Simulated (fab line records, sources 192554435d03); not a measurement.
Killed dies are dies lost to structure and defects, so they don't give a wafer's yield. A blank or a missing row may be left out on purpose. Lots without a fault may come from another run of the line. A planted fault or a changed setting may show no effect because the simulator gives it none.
Split-lot experiment | flow n5_finfet | 7 lots, 39 wafers read, on a route of 1938 steps

THE SPLIT
At N5_BEOL_M1_ILD_DEP_00 (deposits SiOC from DEMS/O2, target thk 79 nm, time 15.3 s), the setting time_s was moved away from the recipe's 15.3 s on 15 of the 39 wafers read, by -54.1% to +54.1%. The other wafers ran this setting at the recipe's value.

The file shows no step between the split and the reading.

THE READING
M1_ILD_THK, in nm, at N5_BEOL_M1_THK_MEAS_01. Fault-free wafers of this fab line usually give 78.9 nm, standard deviation 1 nm.

wafer  | tool, chamber at the split | time_s as run, s | against the recipe | M1_ILD_THK, nm | against lot-mates on the recipe
L083.1 | pecvd-02, 1                | 9.931            | -35.1%             | 51.9           | -27.6
L083.2 | pecvd-02, 0                | 15.3             | recipe             | 78.7           | -
L083.3 | pecvd-02, 2                | 9.931            | -35.1%             | 51.9           | -27.6
L083.4 | pecvd-02, 0                | 15.3             | recipe             | 80.0           | -
L083.5 | pecvd-02, 2                | 9.931            | -35.1%             | 52.5           | -27.0
L083.6 | pecvd-02, 1                | 15.3             | recipe             | 79.7           | -
L085.1 | pecvd-02, 2,1              | 11.25            | -26.5%             | 57.2           | -21.9
L085.2 | pecvd-02, 2,1              | 11.25            | -26.5%             | 57.2           | -21.9
L085.3 | pecvd-02, 0                | 15.3             | recipe             | 78.7           | -
L085.4 | pecvd-02, 0                | 15.3             | recipe             | 79.4           | -
L085.5 | pecvd-02, 2                | 11.25            | -26.5%             | 58.5           | -20.6
L085.6 | pecvd-02, 1                | 15.3             | recipe             | 79.3           | -
L086.1 | pecvd-01, 2,1              | 15.3             | recipe             | 78.7           | -
L086.2 | pecvd-01, 0                | 15.3             | recipe             | 78.8           | -
L086.3 | pecvd-01, 2,1              | 15.3             | recipe             | 78.6           | -
L086.4 | pecvd-01, 2                | 15.3             | recipe             | 80.8           | -
L086.5 | pecvd-01, 0                | 15.3             | recipe             | 79.8           | -
L086.6 | pecvd-01, 1                | 15.3             | recipe             | 79.1           | -
L087.1 | pecvd-01, 2                | 7.027            | -54.1%             | 35.5           | -42.5
L087.2 | pecvd-01, 0,1              | 15.3             | recipe             | 77.5           | -
L087.3 | pecvd-01, 0,1              | 15.3             | recipe             | 77.6           | -
L087.4 | pecvd-01, 2,1              | 7.027            | -54.1%             | 36.1           | -41.9
L087.5 | pecvd-01, 0                | 15.3             | recipe             | 79.0           | -
L087.6 | pecvd-01, 2,1              | 7.027            | -54.1%             | 36.0           | -42.0
L088.1 | pecvd-03, 1                | 15.3             | recipe             | 77.9           | -
L088.4 | pecvd-03, 1                | 15.3             | recipe             | 79.4           | -
L088.5 | pecvd-03, 2                | 15.3             | recipe             | 80.1           | -
L091.1 | pecvd-02, 1                | 15.3             | recipe             | 79.1           | -
L091.2 | pecvd-02, 0                | 15.3             | recipe             | 78.2           | -
L091.3 | pecvd-02, 2                | 23.57            | +54.1%             | 120.3          | +41.0
L091.4 | pecvd-02, 0                | 23.57            | +54.1%             | 122.0          | +42.7
L091.5 | pecvd-02, 2                | 23.57            | +54.1%             | 123.2          | +43.9
L091.6 | pecvd-02, 1                | 15.3             | recipe             | 80.7           | -
L095.1 | pecvd-03, 0                | 15.3             | recipe             | 76.5           | -
L095.2 | pecvd-03, 2                | 15.3             | recipe             | 78.2           | -
L095.3 | pecvd-03, 1                | 20.54            | +34.2%             | 103.9          | +26.1
L095.4 | pecvd-03, 2                | 15.3             | recipe             | 78.7           | -
L095.5 | pecvd-03, 0                | 20.54            | +34.2%             | 104.4          | +26.6
L095.6 | pecvd-03, 1                | 20.54            | +34.2%             | 104.7          | +26.9
Where a row lists several chambers, the file gives one row for several wafers and doesn't say which wafer went through which chamber.

THE FIT
A straight line over all 39 wafers: M1_ILD_THK changes by +0.784 nm for each +1% of time_s; r = +1.00; the points scatter about the line by 1 nm.
The same after taking each lot's own level away (the mean of its wafers on the recipe; 39 wafers): +0.784 nm for each +1%; r = +1.00; scatter 0.79 nm.
On that fit, the largest move of time_s shifts the reading by 42 nm.
The lots' own levels span 77.80 to 79.47 nm, that is 1.7 times the standard deviation above.
So the lot-to-lot level changes the slope little: the two slopes agree.
Check: with one of the wafers moved furthest among these (-54.1%) left out of the fit, the line predicts -42.4 nm for it against its lot-mates. It came out at -42.5 nm against them.

OTHER SPLITS ON THESE WAFERS
These wafers also went through other splits before the reading. Each is held against what the fit with the lots' levels taken away leaves over:
other split on the same wafers        | wafers away from the commonest value | r with M1_ILD_THK (lot level and that fit taken away)
N5_FIN_SAQP_ETCH_65 time_s            | 15                                   | -0.23
N5_MOL_CONTACT_COAG_ALD_27 ald_cycles | 9                                    | -0.06

THE WHOLE CHAIN: every reading that the file lists as answering this split, in the file's order
step                   | what it does                                              | reading                                                                            | change (the file's fit)               | r (the file's)
N5_BEOL_M1_ILD_DEP_00  | deposits SiOC from DEMS/O2, target thk 79 nm, time 15.3 s | SiOC_of_BEOL_M1_ILD_DEP_00.thk_nm (the simulator's own value, which no gauge read) | +0.784 nm for each +1% of the setting | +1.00
N5_BEOL_M1_THK_MEAS_01 |                                                           | M1_ILD_THK                                                                         | +0.784 for each +1% of the setting    | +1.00

THE FILE'S OWN FIT
M1_ILD_THK changes by +0.784 nm for each +1% of time_s, r = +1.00.
